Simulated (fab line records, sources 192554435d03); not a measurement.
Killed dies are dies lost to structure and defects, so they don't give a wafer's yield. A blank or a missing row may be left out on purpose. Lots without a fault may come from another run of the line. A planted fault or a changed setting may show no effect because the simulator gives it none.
fab line records | flow n5_finfet
record lots=10 wafers=29 last_day=18
route steps=1938 shown BEOL_M5@1128 PASSIVATION@1936
lots that met no fault: from a run of the same line without faults
start_h: hours from the record's first day to the start of the lot's first wafer shown | wait_h: hours since the lot's step before | " the same as in the row above | L1.1+2: a row that stands for several wafers | - no value, or no start given | * or withheld: withheld | < > ~ a bound
route shown NAME@n: a module of which the file shows steps, and the number in the route of the first | usual: mean/standard deviation of fault-free wafers | same: alike in all rows | chamber/n: place in a boat | sites: the reading at each site | _std_site: their standard deviation | _edge_site: outer sites' mean less inner sites' | radius_mm: how far each site lies from the wafer's centre | mask NAME#n: copy n | behind: the tool/chamber that last shaped the wafer | hold: why the lot was held/for how many hours/how that ended | device: the transistor (n, p or np) that didn't switch | end of line: the same wafers' tests at the end of the route | a step without rows: its recipe alone | killed: dies lost to structure and defects at the first sort, not the wafer's yield | map: a wafer's dies, x killed, . not, _ none there
set.NAME: the setting as run; set.NAME@STEP: as run at that earlier step | model.NAME: the simulator's own value behind a step, which no gauge read
steps of the route over a sample of lots; a table a step, a row a wafer
services: from which hour (start_h, from the record's first day; less than 0 if before it) a tool's chamber was out of use, for how many hours, and why
## steps
# step N5_BEOL_M5_INSPECT_13
# recipe mode=adi inspect_instrument=brightfield
# usual raw_defect_count=413/79
# columns lot.wafer tool chamber start_h wait_h raw_defect_count
L380.1 defect_inspect-01 - 190.75 0.1 375
L380.3 " - " " 292
L380.6 " - " " 334
L381.1 defect_inspect-01 - 193.66 0.1 261
L381.3 " - " " 375
L381.6 " - " " 267
L379.2 defect_inspect-01 - 197.17 0.0 307
L379.4 " - " " 382
L379.6 " - " " 372
L382.4 defect_inspect-02 - 204.22 0.0 493
L382.5 " - " " 402
L378.1 defect_inspect-02 - 216.07 0.1 457
L378.5 " - " " 397
L378.6 " - " " 247
L385.2 defect_inspect-01 - 219.54 0.0 601
L385.3 " - " " 583
L385.5 " - " " 525
L393.2 defect_inspect-02 - 286.00 0.0 402
L393.3 " - " " 403
L393.4 " - " " 364
L395.3 defect_inspect-02 - 289.50 0.0 476
L395.5 " - " " 374
L395.6 " - " " 376
L399.2 defect_inspect-02 - 321.82 0.0 447
L399.3 " - " " 402
L399.4 " - " " 471
L401.2 defect_inspect-02 - 327.94 0.0 448
L401.4 " - " " 477
L401.5 " - " " 319
# step N5_BEOL_M5_ETCH_61
# recipe chemistry=CF4 target=SiARC target_depth_a=156 mask_material=CAR-EUV time_s=26 ion_energy_ev=80 pressure_mtorr=40 source_w=545 bias_w=36 Ar_flow_sccm=100 cf4_flow_sccm=100 ends=cleared
# usual cf4_flow_sccm=100.01/0.28 drypump_motor_current_A=5.9/0.35 etch_rf_on_time_s=26.2/0.82 oes_product_au=0.69/0.085 rf_vpp_V=184.3/1.2 showerhead_plenum_p_Torr=2.16/0.076 throttle_valve_pct=15.59/0.24
# columns lot.wafer tool chamber start_h wait_h cf4_flow_sccm drypump_motor_current_A etch_rf_on_time_s oes_product_au rf_hours_counter_h rf_vpp_V showerhead_plenum_p_Torr throttle_valve_pct
L380.1 rie_diel-02 3 190.90 0.0 99.97 5.9 26.2 0.76 40 183.1 2.19 15.51
L380.3 " 2 " " 100.24 5.3 26.6 0.77 27 185.4 2.18 15.48
L380.6 " 0 " " 100.05 6.5 26.6 0.60 - 183.5 2.04 15.80
L381.1 rie_diel-06 3 193.75 0.0 99.90 5.9 26.6 0.71 73 181.3 2.07 15.80
L381.3 " 0 " " 99.81 5.8 25.3 0.76 33 185.3 2.19 15.27
L381.6 " 0 " " 99.88 5.8 25.5 0.76 - 184.7 2.19 15.29
L379.2 rie_diel-04 0 197.37 0.0 99.83 6.3 27.3 0.57 262 182.4 2.02 15.96
L379.4 " 1 " " 99.80 5.8 26.6 0.57 - 183.1 2.12 15.91
L379.6 " 3 " " 99.35 5.4 25.2 0.73 - 184.3 2.18 15.32
L382.4 rie_diel-02 2 204.30 0.0 100.69 5.2 26.9 0.77 31 184.9 2.18 15.48
L382.5 " 0 " " 99.83 6.6 27.0 0.59 - 182.1 2.03 15.81
L378.1 rie_diel-06 2 216.15 0.0 99.58 6.0 27.2 0.62 145 185.2 2.22 15.36
L378.5 " 2 " " 99.73 6.0 27.1 0.62 - 184.7 2.22 15.35
L378.6 " 3 " " 100.06 5.9 26.4 0.70 - 184.4 2.07 15.82
L385.2 rie_diel-04 1 219.78 0.0 100.03 5.8 25.8 0.57 258 184.0 2.11 15.92
L385.3 " 3 " " 99.47 5.5 24.6 0.73 75 183.9 2.18 15.33
L385.5 " 1 " " 100.31 5.8 26.0 0.57 - 184.1 2.11 15.92
L393.2 rie_diel-04 1 286.09 0.0 99.99 5.8 25.5 0.85 3 184.3 2.11 15.39
L393.3 " 0 " " 99.83 6.3 25.4 0.81 11 185.8 2.27 15.45
L393.4 " 2 " " 100.23 5.4 25.8 0.65 147 185.3 2.25 15.81
L395.3 rie_diel-02 1 289.59 0.0 100.01 5.9 27.2 0.61 182 182.9 2.13 15.87
L395.5 " 3 " " 100.02 5.9 26.6 0.72 - 184.7 2.18 15.56
L395.6 " 0 " " 99.79 6.5 25.6 0.84 - 185.3 2.28 15.33
L399.2 rie_diel-02 0 321.90 0.0 99.94 6.5 25.3 0.81 13 185.0 2.28 15.35
L399.3 " 2 " " 100.05 5.2 27.0 0.71 70 184.3 2.17 15.57
L399.4 " 1 " " 100.05 5.9 26.9 0.60 192 183.4 2.13 15.90
L401.2 rie_diel-02 3 328.03 0.0 100.09 5.9 26.5 0.69 85 184.5 2.17 15.62
L401.4 " 2 " " 100.29 5.2 27.2 0.70 72 184.2 2.17 15.56
L401.5 " 1 " " 99.87 5.9 27.1 0.61 - 182.8 2.13 15.91
# step N5_BEOL_M5_EXPOSE_25
# recipe mask_id=V4 na=0.33 source_shape=quasar sigma_inner=0.2 sigma_outer=0.6 polarization=unpolarized defocus_nm=10 dose_mj=52.75
# usual exposure_dose_mJ_cm2=53.0/0.39
# columns lot.wafer tool chamber start_h wait_h mask exposure_dose_mJ_cm2
L380.1 euv_scanner-02 0 191.66 - V4#0 53.6
L380.3 " 0 " " V4#0 53.6
L380.6 " 0 " " V4#0 53.5
L381.1 euv_scanner-01 0 195.55 - V4#0 52.7
L381.3 " 0 " " V4#0 52.7
L381.6 " 0 " " V4#0 52.8
L379.2 euv_scanner-02 0 198.19 - V4#0 53.5
L379.4 " 0 " " V4#0 53.5
L379.6 " 0 " " V4#0 53.5
L382.4 euv_scanner-02 0 206.24 - V4#0 61.2
L382.5 " 0 " " V4#0 61.1
L378.1 euv_scanner-01 0 218.27 - V4#0 52.7
L378.5 " 0 " " V4#0 52.7
L378.6 " 0 " " V4#0 52.6
L385.2 euv_scanner-02 0 222.12 - V4#0 59.5
L385.3 " 0 " " V4#0 59.5
L385.5 " 0 " " V4#0 59.5
L393.2 euv_scanner-01 0 288.31 - V4#0 52.8
L393.3 " 0 " " V4#0 52.8
L393.4 " 0 " " V4#0 52.8
L395.3 euv_scanner-01 0 294.43 - V4#0 52.7
L395.5 " 0 " " V4#0 52.7
L395.6 " 0 " " V4#0 52.8
L399.2 euv_scanner-01 0 323.98 - V4#0 52.7
L399.3 " 0 " " V4#0 52.8
L399.4 " 0 " " V4#0 52.8
L401.2 euv_scanner-01 0 329.63 - V4#0 52.9
L401.4 " 0 " " V4#0 52.8
L401.5 " 0 " " V4#0 52.8
# step N5_BEOL_M5_CD_MEAS_28
# recipe target_cd_nm=30.6 landing_energy_ev=500 detector=se_inlens target_cd_y_nm=20 polarity=opening
# usual cd_nm=30.55/0.26
# columns lot.wafer tool chamber start_h wait_h cd_nm
L380.1 cd_sem-03 0 191.80 - 30.47
L380.3 " 0 " " 30.88
L380.6 " 0 " " 30.87
L381.1 cd_sem-01 0 195.68 - 31.09
L381.3 " 0 " " 30.77
L381.6 " 0 " " 30.52
L379.2 cd_sem-03 0 198.32 - 30.59
L379.4 " 0 " " 30.46
L379.6 " 0 " " 30.50
L382.4 cd_sem-03 0 206.36 - 33.30
L382.5 " 0 " " 33.39
L378.1 cd_sem-03 0 218.41 - 30.60
L378.5 " 0 " " 30.49
L378.6 " 0 " " 31.06
L385.2 cd_sem-01 0 222.25 - 33.23
L385.3 " 0 " " 33.07
L385.5 " 0 " " 33.31
L393.2 cd_sem-01 0 288.44 - 30.71
L393.3 " 0 " " 30.79
L393.4 " 0 " " 30.52
L395.3 cd_sem-01 0 294.56 - 30.44
L395.5 " 0 " " 30.39
L395.6 " 0 " " 29.91
L399.2 cd_sem-01 0 324.11 - 30.51
L399.3 " 0 " " 30.86
L399.4 " 0 " " 30.17
L401.2 cd_sem-01 0 329.76 - 30.44
L401.4 " 0 " " 30.63
L401.5 " 0 " " 30.60
# step N5_BEOL_M5_ETCH_67
# recipe chemistry=CF4 target=SiARC target_depth_a=156 mask_material=CAR-EUV time_s=26 ion_energy_ev=80 pressure_mtorr=40 source_w=545 bias_w=36 Ar_flow_sccm=100 cf4_flow_sccm=100 ends=cleared
# usual cf4_flow_sccm=100.02/0.28 drypump_motor_current_A=5.8/0.37 etch_rf_on_time_s=26.4/0.73 oes_product_au=0.69/0.074 rf_vpp_V=184.3/1.2 showerhead_plenum_p_Torr=2.16/0.068 throttle_valve_pct=15.61/0.21
# columns lot.wafer tool chamber start_h wait_h cf4_flow_sccm drypump_motor_current_A etch_rf_on_time_s oes_product_au rf_hours_counter_h rf_vpp_V showerhead_plenum_p_Torr throttle_valve_pct
L380.1 rie_diel-02 3 191.97 0.0 100.08 5.9 26.3 0.75 40 185.3 2.19 15.51
L380.3 " 0 " " 100.41 6.5 27.0 0.59 228 183.7 2.04 15.78
L380.6 " 3 " " 100.18 5.9 26.5 0.75 - 184.3 2.19 15.51
L381.1 rie_diel-06 0 195.95 0.0 100.24 5.9 24.7 0.77 34 184.8 2.19 15.26
L381.3 " 3 " " 99.89 5.9 26.3 0.70 73 183.5 2.07 15.80
L381.6 " 3 " " 99.90 5.9 26.3 0.72 - 183.2 2.07 15.80
L379.2 rie_diel-02 1 198.49 0.0 99.73 5.9 26.2 0.63 154 185.5 2.14 15.82
L379.4 " 3 " " 99.83 5.9 26.2 0.76 42 182.9 2.19 15.51
L379.6 " 0 " " 100.21 6.6 26.4 0.60 - 181.3 2.04 15.79
L382.4 rie_diel-02 1 206.53 0.0 99.69 5.9 26.6 0.63 155 184.2 2.14 15.83
L382.5 " 2 " " 99.93 5.2 26.8 0.76 - 185.1 2.18 15.47
L378.1 rie_diel-04 0 218.59 0.0 99.94 6.3 26.8 0.57 269 183.4 2.01 15.96
L378.5 " 0 " " 100.03 6.3 27.1 0.57 - 182.9 2.01 15.97
L378.6 " 3 " " 99.94 5.4 24.8 0.73 - 183.4 2.18 15.34
L385.2 rie_diel-06 0 222.43 0.0 99.54 5.8 24.9 0.76 43 183.4 2.19 15.28
L385.3 " 2 " " 100.21 6.0 26.9 0.62 147 185.5 2.22 15.35
L385.5 " 3 " " 99.91 5.9 26.3 0.71 - 183.9 2.07 15.82
L393.2 rie_diel-02 3 288.80 0.0 99.80 5.9 26.1 0.72 71 184.0 2.18 15.57
L393.3 " 0 " " 100.54 6.6 25.3 0.85 2 185.0 2.28 15.35
L393.4 " 1 " " 99.83 5.9 26.8 0.61 182 182.3 2.13 15.86
L395.3 rie_diel-02 2 294.73 0.0 100.13 5.2 27.2 0.72 60 183.2 2.17 15.55
L395.5 " 2 " " 99.87 5.2 27.3 0.72 - 184.9 2.17 15.54
L395.6 " 1 " " 100.39 5.9 26.9 0.61 - 183.9 2.13 15.87
L399.2 rie_diel-04 3 324.28 0.0 99.78 5.4 24.9 0.69 108 185.2 2.17 15.41
L399.3 " 2 " " 100.11 5.4 25.7 0.64 158 185.3 2.24 15.83
L399.4 " 1 " " 99.98 5.8 25.4 0.81 13 183.0 2.11 15.40
L401.2 rie_diel-02 2 329.93 0.0 99.72 5.2 27.3 0.70 72 182.7 2.17 15.57
L401.4 " 1 " " 100.31 5.9 27.2 0.60 195 184.4 2.13 15.91
L401.5 " 2 " " 100.11 5.2 27.4 0.71 - 185.2 2.17 15.56
# step N5_PASSIVATION_PROBE_49
# usual defect_limited_yield=91.7/1.5 killed_at_M0_to_M3=32/10 killed_at_M4_up=14/5.3 killed_at_contacts=13/5.7 killed_at_front_end=37/10 killed_at_other=3.3/2.5 killed_dies=98/18 killed_open=65/13 killed_short=31/7.5 sort_bin_5_function=4.9/0.91 sort_bin_6_memory=3.1/0.71 sort_bin_8_speed=0.00/0.017 sort_n_pass=1082/18 sort_yield_pct=91.7/1.5
# same gross_dies=1180 killed_at_back_side=0 sort_bin_4_leakage[%]=0
# columns lot.wafer tool chamber start_h wait_h defect_limited_yield[%] killed_at_M0_to_M3 killed_at_M4_up killed_at_contacts killed_at_front_end killed_at_other killed_dies killed_open killed_short sort_bin_5_function[%] sort_bin_6_memory[%] sort_bin_8_speed[%] sort_n_pass sort_yield_pct[%]
L382.4 prober-01 - 322.65 0.2 91.5 28 23 16 32 1 100 69 22 4.3 3.5 0 1080 91.5
L382.5 prober-01 - 322.70 0.2 90.6 43 11 13 44 0 111 81 27 5.3 4.0 0 1069 90.6
L385.2 prober-02 - 331.64 0.1 88.7 52 33 7 36 5 133 85 46 6.8 3.8 0 1047 88.7
L385.5 prober-02 - 331.79 0.2 91.2 30 19 15 38 2 104 66 30 4.6 3.5 0 1076 91.2
# killed by level:class
L382.4 MOL_CONTACT_COAG:geometric_particle:open=11 BEOL_M2:geometric_particle:open=10 BEOL_M4:geometric_particle:open=9 STI_FIN_REVEAL:geometric_particle:open=8 FIN_SAQP:geometric_particle:open=7 BEOL_M5:area_expose=6 MOL_CONTACT_COAG:geometric_particle:short=5 BEOL_M0_SAQP:geometric_particle:open=5
L382.5 FIN_SAQP:geometric_particle:open=17 BEOL_M1:geometric_particle:open=14 BEOL_M2:geometric_particle:open=11 MOL_CONTACT_COAG:geometric_particle:open=10 FIN_SAQP:geometric_particle:short=7 GATE_CUT:geometric_particle:open=6 BEOL_M2:geometric_particle:short=5 BEOL_M4:geometric_particle:open=5
L385.2 BEOL_M0_SAQP:geometric_particle:short=17 BEOL_M1:geometric_particle:open=10 BEOL_M4:geometric_particle:open=10 BEOL_M0_SAQP:geometric_particle:open=9 MOL_CONTACT_COAG:geometric_particle:open=7 BEOL_M3:geometric_particle:open=7 BEOL_M5:geometric_particle:open=6 STARTING-WAFER:geometric_particle:open=6
L385.5 STI_FIN_REVEAL:geometric_particle:open=12 MOL_CONTACT_COAG:geometric_particle:open=10 BEOL_M2:geometric_particle:open=9 GATE_CUT:geometric_particle:short=8 BEOL_M0_SAQP:geometric_particle:short=8 BEOL_M5:area_expose=7 BEOL_M3:geometric_particle:open=6 MOL_CONTACT_COAG:geometric_particle:short=5
## services
# columns tool chamber start_h hours kind
euv_scanner-01 0 171.66 - calibration
rie_diel-02 1 183.49 5.8 repair
euv_scanner-01 - 184.66 5.8 pm
rie_diel-02 - 199.34 2.8 pm
euv_scanner-02 - 199.89 0.5 repair
euv_scanner-02 - 203.48 1.0 pm
euv_scanner-02 - 226.00 27.4 repair
rie_diel-04 0 228.92 - clean
rie_diel-04 0 228.92 - consumable_replace:focus_ring
rie_diel-04 0 228.92 - consumable_replace:showerhead
euv_scanner-01 - 247.85 1.0 pm
euv_scanner-01 - 253.37 4.6 pm
rie_diel-06 1 256.96 4.2 repair
euv_scanner-02 - 257.97 4.6 pm
rie_diel-02 0 265.89 - clean
rie_diel-02 0 265.89 - consumable_replace:focus_ring
rie_diel-02 0 265.89 - consumable_replace:showerhead
rie_diel-02 0 265.89 15.8 scheduled_down
rie_diel-02 0 265.89 15.8 vent_cycle
euv_scanner-01 - 267.97 - calibration
euv_scanner-01 - 289.97 1.0 pm
rie_diel-06 - 301.29 2.1 repair
euv_scanner-02 - 315.78 1.0 pm
euv_scanner-01 - 325.34 1.6 repair
## key
first_sign step=N5_BEOL_M5_EXPOSE_25 reading=exposure_dose_mJ_cm2 direction=up sigmas=18 usual=53.0 struck=60.1
effect step=N5_BEOL_M5_CD_MEAS_28 reading=cd_nm direction=up sigmas=10 usual=30.55 struck=33.26 through=control_loop
met_at N5_BEOL_M5_EXPOSE_25
struck_lots L382,L385
loop_trim step=N5_BEOL_M5_EXPOSE_25 setting=dose lots=L385
not_acting_at N5_BEOL_M5_INSPECT_13,N5_BEOL_M5_ETCH_61,N5_BEOL_M5_ETCH_67
onset_between 198.19 206.24
fault kind=process_parameter_drift tool=euv_scanner-02 chamber=- onset_h=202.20 steps=N5_BEOL_M5_EXPOSE_25 channel=dose_mj offset=7.5361 shape=step acts_in=these_recipes_only stated=52.75
# loop_trim: a control loop set the setting to another value than it would have without faults
